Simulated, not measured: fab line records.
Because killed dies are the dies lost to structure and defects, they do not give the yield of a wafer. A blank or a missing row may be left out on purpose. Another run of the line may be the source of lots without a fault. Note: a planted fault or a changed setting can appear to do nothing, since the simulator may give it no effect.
Split-lot experiment | flow n5-finfet | on a route of 1938 steps: 7 lots, 21 wafers read

== THE SPLIT ITSELF ==
At N5_ZERO_LAYER_PECVD_02 (deposits SiO2 from SiH4/N2O, target thk 10 nm, time 6 s), the setting time-s was moved away from the recipe's 6 s on 6 of the 21 wafers read, by -12.7% to +6.6%. This setting was run at the recipe's value on the other wafers.

The reading comes from the split's own step.

== THE READING ==
SiO2_of_ZERO_LAYER_PECVD_02.thk-nm (the simulator's own value, which no gauge read), in nm, at N5_ZERO_LAYER_PECVD_02 (deposits SiO2 from SiH4/N2O, target thk 10 nm, time 6 s). The file does not state a usual value for it. Average 10.072 nm, standard deviation 0.16 nm, over the 15 wafers here run with the recipe.

wafer  | tool, chamber at the split | time-s as run, s | against the recipe | SiO2_of_ZERO_LAYER_PECVD_02.thk-nm, nm | against lot-mates on the recipe
L075.1 | pecvd-04, 1                | 6                | recipe             | 9.699                                  | -
L075.4 | pecvd-04, 0                | 6.398            | +6.6%              | 10.98                                  | +1.190
L075.6 | pecvd-04, 2                | 6                | recipe             | 9.881                                  | -
L076.1 | pecvd-02, 0                | 6                | recipe             | 9.965                                  | -
L076.4 | pecvd-02, 0                | 5.24             | -12.7%             | 8.632                                  | -1.386
L076.6 | pecvd-02, 1                | 6                | recipe             | 10.07                                  | -
L078.1 | pecvd-04, 2                | 6                | recipe             | 9.912                                  | -
L078.2 | pecvd-04, 0                | 6.237            | +4.0%              | 10.51                                  | +0.598
L078.6 | pecvd-04, 1                | 6.237            | +4.0%              | 10.36                                  | +0.448
L085.1 | pecvd-01, 2                | 5.534            | -7.8%              | 9.129                                  | -0.981
L085.4 | pecvd-01, 0                | 5.534            | -7.8%              | 9.395                                  | -0.715
L085.5 | pecvd-01, 2                | 6                | recipe             | 10.11                                  | -
L089.3 | pecvd-04, 0                | 6                | recipe             | 10.17                                  | -
L089.5 | pecvd-04, 2                | 6                | recipe             | 10.02                                  | -
L089.6 | pecvd-04, 0                | 6                | recipe             | 10.34                                  | -
L093.4 | pecvd-02, 1                | 6                | recipe             | 10.25                                  | -
L093.5 | pecvd-02, 2                | 6                | recipe             | 10.31                                  | -
L093.6 | pecvd-02, 0                | 6                | recipe             | 10.06                                  | -
L097.3 | pecvd-04, 0                | 6                | recipe             | 10.08                                  | -
L097.5 | pecvd-04, 1                | 6                | recipe             | 10.1                                   | -
L097.6 | pecvd-04, 2                | 6                | recipe             | 10.12                                  | -

FIT RESULTS
A straight line over all 21 wafers: SiO2_of_ZERO_LAYER_PECVD_02.thk-nm changes by +0.112 nm for each +1% of time-s; r = +0.95; the points scatter about the line by 0.16 nm.
The same after taking each lot's own level away (the mean of its wafers on the recipe; 21 wafers): +0.121 nm for each +1%; r = +0.97; scatter 0.13 nm.
That fit puts the effect of the largest move of time-s on the reading at 1.5 nm.
Across the lots, their own levels run from 9.7900 to 10.2067 nm, a range of 2.6 times the standard deviation given above.
Consequently the slope shifts little with the lot-to-lot level, the two slopes agreeing.
Check: for one of the wafers moved furthest among these (-12.7%), held out of the fit, the line's prediction against its lot-mates is -1.6 nm. Against them it came out at -1.39 nm.

== FILE'S OWN FIT ==
SiO2_of_ZERO_LAYER_PECVD_02.thk-nm changes by +0.122 nm for each +1% of time-s, r = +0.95.
